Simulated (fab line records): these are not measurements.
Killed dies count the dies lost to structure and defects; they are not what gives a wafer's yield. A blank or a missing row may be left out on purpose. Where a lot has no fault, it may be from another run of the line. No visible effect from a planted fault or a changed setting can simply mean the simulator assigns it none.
fab line records -- flow n5_finfet
record: lots: 5, wafers: 15, last_day: 17
route steps=1938 shown BEOL_M7@1297 PASSIVATION@1936
lots that met no fault: from a run of the same line without faults
start_h: hours from the record's first day to the start of the lot's first wafer shown -- wait_h: hours since the lot's step before -- " the same as in the row above -- L1.1+2: a row that stands for several wafers -- - no value present, or no start provided -- * or withheld: withheld -- < > ~ a bound
route shown NAME@n: names a module that has steps shown in the file, with the first one's number in the route -- usual: mean and standard deviation over wafers with no fault -- same: alike in all rows -- chamber/n: place in a boat -- sites: per-site readings -- _std_site: the standard deviation of these -- _edge_site: outer sites' mean less inner sites' -- radius_mm: for every site, how far away it sits from the centre of the wafer -- mask NAME#n: copy n -- behind: the tool/chamber that last shaped the wafer -- hold: why the lot was held/for how many hours/how that ended -- device: which transistor (n, p or np) failed to switch -- end of line: the same wafers' tests at the end of the route -- where a step has no rows: the recipe by itself -- killed: dies lost to structure and defects at the first sort, not the wafer's yield -- map: shows each die of a wafer: x if killed, . if not, _ if none is there
set.NAME: the setting as run; set.NAME@STEP: as run at that earlier step -- model.NAME: the simulator's own value behind a step, which no gauge read
lots seen at some steps along the route; tables by step, rows by wafer
services: when a tool's chamber went out of use (start_h, in hours from the record's first day, below 0 if earlier), for how many hours, and the reason
== steps ==
step: N5_BEOL_M7_OVL_MEAS_29
recipe: points_per_wafer: 522
usual: V6_OVL: -0.1/0.66
lot.wafer,tool,chamber,start_h,wait_h,V6_OVL[nm]
L941.1,overlay-01,0,228.39,0.0,0.1
L941.4,overlay-01,0,228.39,0.0,-0.4
L941.5,overlay-01,0,228.39,0.0,0.1
L944.2,overlay-01,0,238.08,0.0,-0.3
L944.3,overlay-01,0,238.08,0.0,-0.8
L944.5,overlay-01,0,238.08,0.0,-0.9
L955.1,overlay-01,0,324.56,0.0,-0.2
L955.4,overlay-01,0,324.56,0.0,-0.8
L955.6,overlay-01,0,324.56,0.0,-0.9
L949.1,overlay-01,0,330.03,0.0,-0.2
L949.2,overlay-01,0,330.03,0.0,0.1
L949.6,overlay-01,0,330.03,0.0,-0.2
L953.2,overlay-02,0,333.28,0.0,0.3
L953.3,overlay-02,0,333.28,0.0,0.8
L953.5,overlay-02,0,333.28,0.0,0.2
step: N5_BEOL_M7_INSPECT_30
recipe: mode: adi, inspect_instrument: brightfield
usual: raw_defect_count: 413/78
lot.wafer,tool,chamber,start_h,wait_h,raw_defect_count
L941.1,defect_inspect-01,-,228.45,0.1,442
L941.4,defect_inspect-01,-,228.45,0.1,260
L941.5,defect_inspect-01,-,228.45,0.1,385
L944.2,defect_inspect-01,-,238.13,0.0,314
L944.3,defect_inspect-01,-,238.13,0.0,370
L944.5,defect_inspect-01,-,238.13,0.0,349
L955.1,defect_inspect-01,-,324.62,0.1,351
L955.4,defect_inspect-01,-,324.62,0.1,408
L955.6,defect_inspect-01,-,324.62,0.1,317
L949.1,defect_inspect-01,-,330.09,0.1,444
L949.2,defect_inspect-01,-,330.09,0.1,359
L949.6,defect_inspect-01,-,330.09,0.1,357
L953.2,defect_inspect-02,-,333.33,0.0,412
L953.3,defect_inspect-02,-,333.33,0.0,498
L953.5,defect_inspect-02,-,333.33,0.0,356
step: N5_BEOL_M7_DESCUM_33
recipe: chemistry: O2, time_s: 7, source_power_w: 50, bias_power_w: 20, pressure_mtorr: 20, rf_frequency_hz: 2.712e+07, temp_c: 40, resist: CAR-EUV, o2_flow_sccm: 225
step: N5_BEOL_M7_ETCH_72
recipe: chemistry: N2/H2, target: underlayer, target_depth_a: 65, mask_material: CAR-EUV, time_s: 5.2, ion_energy_ev: 200, pressure_mtorr: 30, source_w: 840, bias_w: 150, n2_flow_sccm: 200, h2_flow_sccm: 200, ends: cleared
usual: bias_w: 150.0/0.43, drypump_motor_current_A: 5.6/0.48, etch_rf_on_time_s: 5.19/0.088, oes_product_au: 0.69/0.08, rf_vpp_V: 524.0/2.9, showerhead_plenum_p_Torr: 2.55/0.097, throttle_valve_pct: 17.82/0.24
lot.wafer,tool,chamber,start_h,wait_h,bias_w,drypump_motor_current_A,etch_rf_on_time_s,oes_product_au,rf_hours_counter_h,rf_vpp_V,showerhead_plenum_p_Torr,throttle_valve_pct
L941.1,rie_diel-02,0,228.76,0.0,150.0,5.7,5.14,0.78,33,521.7,2.48,17.68
L941.4,rie_diel-02,3,228.76,0.0,149.6,5.8,5.13,0.67,-,523.5,2.46,18.16
L941.5,rie_diel-02,2,228.76,0.0,149.8,6.0,5.17,0.63,-,528.3,2.63,17.85
L944.2,rie_diel-06,2,238.48,0.0,149.5,6.4,5.10,0.64,174,519.8,2.42,17.63
L944.3,rie_diel-06,0,238.48,0.0,149.1,5.2,5.16,0.78,25,523.9,2.49,17.59
L944.5,rie_diel-06,3,238.48,0.0,149.8,5.5,5.18,0.59,-,522.9,2.52,18.16
L955.1,rie_diel-03,3,324.69,0.0,150.6,5.5,5.31,0.71,61,527.2,2.70,17.69
L955.4,rie_diel-03,1,324.69,0.0,150.4,6.1,5.01,0.84,5,525.6,2.60,17.75
L955.6,rie_diel-03,2,324.69,0.0,150.0,5.3,5.18,0.78,-,527.7,2.70,17.75
L949.1,rie_diel-06,3,330.16,0.0,149.9,5.5,5.17,0.58,239,523.5,2.51,18.16
L949.2,rie_diel-06,2,330.16,0.0,150.1,6.5,5.08,0.63,195,520.0,2.41,17.67
L949.6,rie_diel-06,1,330.16,0.0,150.8,5.6,5.15,0.59,-,524.0,2.61,18.32
L953.2,rie_diel-02,2,333.40,0.0,150.6,6.0,5.12,0.61,211,525.8,2.61,17.91
L953.3,rie_diel-02,0,333.40,0.0,150.4,5.6,5.13,0.73,67,520.2,2.47,17.71
L953.5,rie_diel-02,0,333.40,0.0,151.0,5.7,5.18,0.72,-,521.9,2.47,17.72
step: N5_BEOL_M7_ETCH_65
recipe: chemistry: CF4, target: SiARC, target_depth_a: 156, mask_material: CAR-EUV, time_s: 26, ion_energy_ev: 80, pressure_mtorr: 40, source_w: 545, bias_w: 36, Ar_flow_sccm: 100, cf4_flow_sccm: 100, ends: cleared
usual: bias_w: 36.01/0.11, cf4_flow_sccm: 100.0/0.33, drypump_motor_current_A: 5.6/0.48, etch_rf_on_time_s: 26.0/0.38, oes_product_au: 0.69/0.08, rf_vpp_V: 184.2/1.3, showerhead_plenum_p_Torr: 2.15/0.073, throttle_valve_pct: 15.60/0.25
lot.wafer,tool,chamber,start_h,wait_h,bias_w,cf4_flow_sccm,drypump_motor_current_A,etch_rf_on_time_s,oes_product_au,rf_hours_counter_h,rf_vpp_V,showerhead_plenum_p_Torr,throttle_valve_pct
L941.1,rie_diel-02,0,228.78,0.0,35.98,100.2,5.6,25.8,0.77,33,183.3,2.10,15.42
L941.4,rie_diel-02,3,228.78,0.0,36.05,99.7,5.8,25.7,0.67,-,185.0,2.08,15.97
L941.5,rie_diel-02,2,228.78,0.0,36.00,99.9,6.0,26.1,0.63,-,184.4,2.22,15.75
L944.2,rie_diel-06,2,238.50,0.0,36.22,100.1,6.4,25.7,0.63,174,183.6,2.05,15.48
L944.3,rie_diel-06,0,238.50,0.0,36.07,99.8,5.2,25.9,0.78,25,181.3,2.11,15.39
L944.5,rie_diel-06,3,238.50,0.0,35.99,99.8,5.5,26.3,0.58,-,183.3,2.12,15.94
L955.1,rie_diel-03,3,324.70,0.0,36.09,99.9,5.5,26.4,0.71,61,184.7,2.26,15.44
L955.4,rie_diel-03,1,324.70,0.0,36.02,99.6,6.0,25.3,0.85,5,185.2,2.19,15.31
L955.6,rie_diel-03,2,324.70,0.0,36.08,99.9,5.3,26.1,0.78,-,187.4,2.26,15.45
L949.1,rie_diel-06,3,330.17,0.0,36.22,100.2,5.5,25.9,0.58,239,182.8,2.12,15.98
L949.2,rie_diel-06,2,330.17,0.0,36.07,100.2,6.5,25.9,0.61,195,182.9,2.04,15.53
L949.6,rie_diel-06,1,330.17,0.0,36.00,99.9,5.6,26.2,0.58,-,184.3,2.20,16.10
L953.2,rie_diel-02,2,333.41,0.0,35.94,100.2,6.0,26.2,0.61,211,184.5,2.21,15.82
L953.3,rie_diel-02,0,333.41,0.0,36.04,100.0,5.6,25.9,0.72,67,183.9,2.09,15.49
L953.5,rie_diel-02,0,333.41,0.0,35.90,99.9,5.6,26.2,0.71,-,183.6,2.08,15.49
step: N5_BEOL_M7_ETCH_66
recipe: chemistry: N2/H2, target: SOC, target_depth_a: 800, overetch_a: 160, mask_material: SiARC, temp_c: 40, time_s: 120, ion_energy_ev: 200, pressure_mtorr: 30, source_w: 840, bias_w: 150, n2_flow_sccm: 200, h2_flow_sccm: 200
usual: bias_w: 150.0/0.45, drypump_motor_current_A: 5.6/0.48, oes_product_au: 0.62/0.069, rf_vpp_V: 524.2/2.7, showerhead_plenum_p_Torr: 2.55/0.097, throttle_valve_pct: 17.79/0.24
lot.wafer,tool,chamber,start_h,wait_h,bias_w,drypump_motor_current_A,oes_product_au,rf_hours_counter_h,rf_vpp_V,showerhead_plenum_p_Torr,throttle_valve_pct
L941.1,rie_diel-02,0,228.81,0.0,150.1,5.6,0.69,33,522.3,2.48,17.64
L941.4,rie_diel-02,3,228.81,0.0,149.8,5.8,0.60,-,520.6,2.46,18.14
L941.5,rie_diel-02,2,228.81,0.0,150.8,6.1,0.56,-,525.6,2.63,17.84
L944.2,rie_diel-06,2,238.53,0.0,150.0,6.4,0.57,174,521.1,2.42,17.62
L944.3,rie_diel-06,0,238.53,0.0,150.9,5.2,0.69,25,524.1,2.49,17.55
L944.5,rie_diel-06,3,238.53,0.0,149.7,5.5,0.52,-,523.1,2.52,18.11
L955.1,rie_diel-03,3,324.73,0.0,150.3,5.5,0.65,61,527.9,2.69,17.65
L955.4,rie_diel-03,1,324.73,0.0,150.8,6.0,0.75,5,525.5,2.60,17.68
L955.6,rie_diel-03,2,324.73,0.0,150.1,5.3,0.69,-,527.5,2.70,17.70
L949.1,rie_diel-06,3,330.20,0.0,149.9,5.4,0.51,239,523.4,2.51,18.14
L949.2,rie_diel-06,2,330.20,0.0,150.0,6.4,0.55,195,521.9,2.41,17.65
L949.6,rie_diel-06,1,330.20,0.0,149.8,5.6,0.52,-,525.9,2.61,18.28
L953.2,rie_diel-02,2,333.44,0.0,150.6,6.0,0.54,211,527.2,2.61,17.88
L953.3,rie_diel-02,0,333.44,0.0,150.2,5.6,0.64,67,521.9,2.47,17.67
L953.5,rie_diel-02,0,333.44,0.0,150.1,5.7,0.65,-,522.8,2.47,17.69
step: N5_BEOL_M7_STRIP_69
recipe: chemistry: N2/H2, temp_c: 40, n2_flow_sccm: 200, h2_flow_sccm: 200, rf_frequency_hz: 6e+07
step: N5_BEOL_M7_STRIP_73
recipe: chemistry: N2/H2, temp_c: 40, n2_flow_sccm: 200, h2_flow_sccm: 200, rf_frequency_hz: 6e+07
step: N5_BEOL_M7_VIA_ETCH_34
recipe: chemistry: C4F6/O2, target: SiCOH_lowk, target_depth_a: 1255, mask_material: SOC, taper_deg: 4, time_s: 50.5, ion_energy_ev: 250, pressure_mtorr: 30, source_w: 345, bias_w: 185, Ar_flow_sccm: 300, C4F6_flow_sccm: 10, O2_flow_sccm: 10
step: N5_BEOL_M7_STRIP_76
recipe: chemistry: C4F6/O2, resist: SiARC, rf_frequency_hz: 6e+07
step: N5_BEOL_M7_STRIP_36
recipe: chemistry: N2/H2, power_w: 450, temp_c: 40, pressure_mtorr: 20, rf_frequency_hz: 6e+07, overash_fraction: 0.3, bias_power_w: 7, h2_frac: 0.5, n2_flow_sccm: 200, h2_flow_sccm: 200
usual: drypump_motor_current_A: 5.6/0.48, oes_product_au: 0.81/0.095, rf_vpp_V: 59.2/1.4, showerhead_plenum_p_Torr: 2.55/0.097, throttle_valve_pct: 23.62/0.25
lot.wafer,tool,chamber,start_h,wait_h,drypump_motor_current_A,oes_product_au,rf_hours_counter_h,rf_vpp_V,showerhead_plenum_p_Torr,throttle_valve_pct
L941.1,rie_diel-02,0,228.96,0.0,5.6,0.89,33,58.0,2.48,23.49
L941.4,rie_diel-02,3,228.96,0.0,5.8,0.78,-,62.6,2.46,23.95
L941.5,rie_diel-02,2,228.96,0.0,6.1,0.74,-,60.4,2.63,23.54
L944.2,rie_diel-06,2,238.68,0.0,6.4,0.75,174,58.4,2.42,23.34
L944.3,rie_diel-06,0,238.68,0.0,5.2,0.92,25,60.5,2.48,23.44
L944.5,rie_diel-06,3,238.68,0.0,5.5,0.70,-,60.6,2.52,23.85
L955.1,rie_diel-03,3,324.88,0.0,5.5,0.85,61,59.9,2.69,23.48
L955.4,rie_diel-03,1,324.88,0.0,6.0,0.99,5,58.0,2.60,23.70
L955.6,rie_diel-03,2,324.88,0.0,5.3,0.91,-,59.9,2.70,23.58
L949.1,rie_diel-06,3,330.35,0.0,5.4,0.67,239,58.0,2.51,23.87
L949.2,rie_diel-06,2,330.35,0.0,6.5,0.72,195,62.3,2.41,23.36
L949.6,rie_diel-06,1,330.35,0.0,5.6,0.68,-,58.2,2.61,24.13
L953.2,rie_diel-02,2,333.59,0.0,6.0,0.71,211,58.6,2.61,23.59
L953.3,rie_diel-02,0,333.59,0.0,5.7,0.85,67,59.7,2.46,23.51
L953.5,rie_diel-02,0,333.59,0.0,5.7,0.85,-,62.1,2.46,23.50
step: N5_BEOL_M7_TRENCH_ETCH_37
recipe: chemistry: C4F6/O2, target_depth_a: 934.78, target: SiCOH_lowk, time_s: 31.2, ion_energy_ev: 250, pressure_mtorr: 30, source_w: 345, bias_w: 185, Ar_flow_sccm: 300, C4F6_flow_sccm: 10, O2_flow_sccm: 10
step: N5_BEOL_M7_ETCH_41
recipe: chemistry: CH3F/O2, target: SiCN, target_depth_a: 319, taper_deg: 2, time_s: 57.8, ion_energy_ev: 120, mask_material: TiN, pressure_mtorr: 30, source_w: 395, bias_w: 75, Ar_flow_sccm: 150, CH3F_flow_sccm: 30, O2_flow_sccm: 20
usual: bias_w: 74.99/0.23, drypump_motor_current_A: 5.6/0.48, oes_product_au: 0.80/0.094, rf_vpp_V: 297.5/1.7, showerhead_plenum_p_Torr: 2.01/0.071, throttle_valve_pct: 16.31/0.24
lot.wafer,tool,chamber,start_h,wait_h,bias_w,drypump_motor_current_A,oes_product_au,rf_hours_counter_h,rf_vpp_V,showerhead_plenum_p_Torr,throttle_valve_pct,model.etch.depth_nm
L941.1,rie_diel-02,0,229.03,-,74.91,5.7,0.90,33,296.2,1.96,16.18,22.09
L941.4,rie_diel-02,3,229.03,-,74.62,5.8,0.78,-,295.6,1.93,16.66,21.85
L941.5,rie_diel-02,2,229.03,-,74.77,6.0,0.73,-,299.7,2.08,16.44,21.91
L944.2,rie_diel-06,2,238.75,-,75.17,6.4,0.74,174,295.4,1.91,16.22,21.71
L944.3,rie_diel-06,0,238.75,-,75.15,5.2,0.91,25,296.6,1.97,16.14,21.8
L944.5,rie_diel-06,3,238.75,-,74.63,5.5,0.69,-,298.0,1.99,16.66,21.7
L955.1,rie_diel-03,3,324.96,-,75.23,5.5,0.84,61,300.9,2.11,16.12,21.7
L955.4,rie_diel-03,1,324.96,-,74.93,6.1,0.99,5,298.1,2.05,16.05,22.63
L955.6,rie_diel-03,2,324.96,-,75.38,5.3,0.90,-,300.0,2.12,16.18,22.23
L949.1,rie_diel-06,3,330.42,-,74.82,5.4,0.67,239,296.3,1.98,16.71,21.58
L949.2,rie_diel-06,2,330.42,-,52.90,6.5,0.67,195,236.5,1.91,16.24,19.25
L949.6,rie_diel-06,1,330.42,-,74.92,5.6,0.67,-,298.6,2.05,16.77,21.47
L953.2,rie_diel-02,2,333.67,-,75.17,6.0,0.70,211,299.7,2.07,16.50,21.74
L953.3,rie_diel-02,0,333.67,-,74.76,5.6,0.84,67,296.5,1.95,16.23,21.66
L953.5,rie_diel-02,0,333.67,-,75.08,5.6,0.85,-,296.7,1.95,16.26,21.67
step: N5_BEOL_M7_STRIP_80
recipe: chemistry: N2/H2, time_s: 10, power_w: 450, temp_c: 40, pressure_mtorr: 20, rf_frequency_hz: 6e+07, bias_power_w: 7, n2_flow_sccm: 200, h2_flow_sccm: 200
usual: drypump_motor_current_A: 5.6/0.48, oes_product_au: 0.81/0.095, rf_vpp_V: 59.2/0.94, showerhead_plenum_p_Torr: 2.55/0.097, throttle_valve_pct: 23.62/0.25
lot.wafer,tool,chamber,start_h,wait_h,drypump_motor_current_A,oes_product_au,rf_hours_counter_h,rf_vpp_V,showerhead_plenum_p_Torr,throttle_valve_pct
L941.1,rie_diel-02,0,-,-,5.6,0.89,33,58.7,2.48,23.47
L941.4,rie_diel-02,3,-,-,5.8,0.77,-,59.0,2.46,23.94
L941.5,rie_diel-02,2,-,-,6.0,0.73,-,59.8,2.62,23.54
L944.2,rie_diel-06,2,-,-,6.4,0.73,174,58.1,2.42,23.36
L944.3,rie_diel-06,0,-,-,5.2,0.91,25,57.2,2.48,23.43
L944.5,rie_diel-06,3,-,-,5.4,0.69,-,57.9,2.52,23.85
L955.1,rie_diel-03,3,-,-,5.5,0.85,61,59.8,2.69,23.47
L955.4,rie_diel-03,1,-,-,6.1,0.99,5,59.5,2.60,23.69
L955.6,rie_diel-03,2,-,-,5.3,0.92,-,59.9,2.70,23.60
L949.1,rie_diel-06,3,-,-,5.4,0.67,239,57.5,2.51,23.90
L949.2,rie_diel-06,2,-,-,6.5,0.72,196,59.4,2.41,23.38
L949.6,rie_diel-06,1,-,-,5.6,0.68,-,57.6,2.61,24.11
L953.2,rie_diel-02,2,-,-,6.0,0.69,211,59.8,2.61,23.60
L953.3,rie_diel-02,0,-,-,5.7,0.85,67,59.5,2.46,23.51
L953.5,rie_diel-02,0,-,-,5.7,0.85,-,59.6,2.46,23.52
step: N5_PASSIVATION_PROBE_49
usual: defect_limited_yield: 91.6/1.6, killed_at_M0_to_M3: 32/9.7, killed_at_M4_up: 13/4.4, killed_at_contacts: 12/6.5, killed_at_front_end: 38/12, killed_at_other: 3.7/3, killed_dies: 99/18, killed_open: 66/14, killed_short: 32/7.5, sort_bin_5_function: 4.9/1, sort_bin_6_memory: 3.2/0.73, sort_n_pass: 1081/18, sort_yield_pct: 91.6/1.6
same: gross_dies: 1180, killed_at_back_side: 0, sort_bin_4_leakage[%]: 0, sort_bin_8_speed[%]: 0
lot.wafer,tool,chamber,start_h,wait_h,defect_limited_yield[%],killed_at_M0_to_M3,killed_at_M4_up,killed_at_contacts,killed_at_front_end,killed_at_other,killed_dies,killed_open,killed_short,sort_bin_5_function[%],sort_bin_6_memory[%],sort_n_pass,sort_yield_pct[%]
L944.2,prober-02,-,319.30,0.1,92.4,24,15,27,21,3,90,65,25,4.3,3.0,1090,92.4
L944.3,prober-02,-,319.35,0.1,94.5,20,6,9,29,1,65,46,19,3.4,1.9,1115,94.5
L944.5,prober-02,-,319.45,0.2,91.9,20,14,28,32,2,96,65,30,5.2,2.7,1084,91.9
L949.1,prober-02,-,408.31,0.0,93.1,24,11,18,28,1,82,55,25,4.5,2.5,1098,93.1
L949.2,prober-02,-,408.36,0.1,91.3,25,10,24,40,4,103,66,36,4.4,3.9,1077,91.3
L949.6,prober-02,-,408.56,0.3,94.2,20,10,11,25,3,69,46,23,3.0,2.8,1111,94.2
killed by level:class
L944.2 MOL_CONTACT_COAG:geometric_particle:open=24 BEOL_M4:geometric_particle:open=8 STI_FIN_REVEAL:geometric_particle:open=7 BEOL_M0_SAQP:geometric_particle:short=6 BEOL_M0_SAQP:geometric_particle:open=5 BEOL_M1:geometric_particle:open=4 DUMMY_GATE:geometric_particle:short=3 MOL_CONTACT_COAG:geometric_particle:short=3
L944.3 MOL_CONTACT_COAG:geometric_particle:open=8 STI_FIN_REVEAL:geometric_particle:open=6 DUMMY_GATE:geometric_particle:open=6 FIN_SAQP:geometric_particle:open=5 FIN_SAQP:geometric_particle:short=4 BEOL_M0_SAQP:geometric_particle:open=4 BEOL_M0_SAQP:geometric_particle:short=4 BEOL_M1:geometric_particle:open=4
L944.5 MOL_CONTACT_COAG:geometric_particle:open=20 MOL_CONTACT_COAG:geometric_particle:short=8 BEOL_M4:geometric_particle:open=6 FIN_SAQP:geometric_particle:open=5 ILD0:geometric_particle:open=5 STI_FIN_REVEAL:geometric_particle:open=4 BEOL_M0_SAQP:geometric_particle:short=4 BEOL_M2:geometric_particle:open=4
L949.1 MOL_CONTACT_COAG:geometric_particle:open=11 STI_FIN_REVEAL:geometric_particle:open=6 BEOL_M1:geometric_particle:open=6 BEOL_M3:geometric_particle:open=6 MOL_CONTACT_COAG:geometric_particle:short=5 FIN_SAQP:geometric_particle:open=4 DUMMY_GATE:geometric_particle:open=3 GATE_CUT:geometric_particle:short=3
L949.2 MOL_CONTACT_COAG:geometric_particle:open=19 STI_FIN_REVEAL:geometric_particle:open=7 BEOL_M0_SAQP:geometric_particle:short=7 BEOL_M0_SAQP:geometric_particle:open=7 GATE_CUT:geometric_particle:open=6 BEOL_M3:geometric_particle:open=5 MOL_CONTACT_COAG:geometric_particle:short=5 DUMMY_GATE:geometric_particle:open=4
L949.6 MOL_CONTACT_COAG:geometric_particle:open=8 BEOL_M3:geometric_particle:open=8 BEOL_M1:geometric_particle:open=6 DUMMY_GATE:geometric_particle:open=5 DUMMY_GATE:geometric_particle:short=4 BEOL_M7:geometric_particle:open=4 MOL_CONTACT_COAG:geometric_particle:short=3 STARTING-WAFER:geometric_particle:open=3
== services ==
tool,chamber,start_h,hours,kind
rie_diel-02,2,214.00,6.4,repair
rie_diel-02,1,219.30,40.8,repair
rie_diel-03,2,225.34,-,clean
rie_diel-03,2,225.34,-,consumable_replace:focus_ring
rie_diel-03,2,225.34,-,consumable_replace:showerhead
rie_diel-03,2,225.34,18.0,scheduled_down
rie_diel-03,2,225.34,18.0,vent_cycle
rie_diel-06,3,252.54,2.8,repair
rie_diel-03,1,260.48,6.6,repair
rie_diel-03,1,280.85,-,clean
rie_diel-03,1,280.85,-,consumable_replace:focus_ring
rie_diel-03,1,280.85,20.3,scheduled_down
rie_diel-03,1,280.85,20.3,vent_cycle
rie_diel-03,3,318.68,3.2,repair
rie_diel-06,3,326.10,3.0,repair
== key ==
first_sign: step: N5_BEOL_M7_ETCH_41, reading: bias_w, direction: down, sigmas: 94, usual: *, struck: *
effect: step: N5_BEOL_M7_ETCH_41, reading: rf_vpp_V, direction: down, sigmas: 36, usual: 297.5, struck: 236.5
model_effect: step: N5_BEOL_M7_ETCH_41, value: etch.depth_nm, without: 21.69, struck: 19.25
met_at N5_BEOL_M7_ETCH_41
struck_wafers L949.2
onset_between 238.75 330.42
fault: kind: process_parameter_drift, tool: rie_diel-06, chamber: 2, onset_h: 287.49, steps: N5_BEOL_M7_ETCH_41, channel: bias_w, offset: *, shape: step, end_h: 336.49, acts_in: *, stated: *
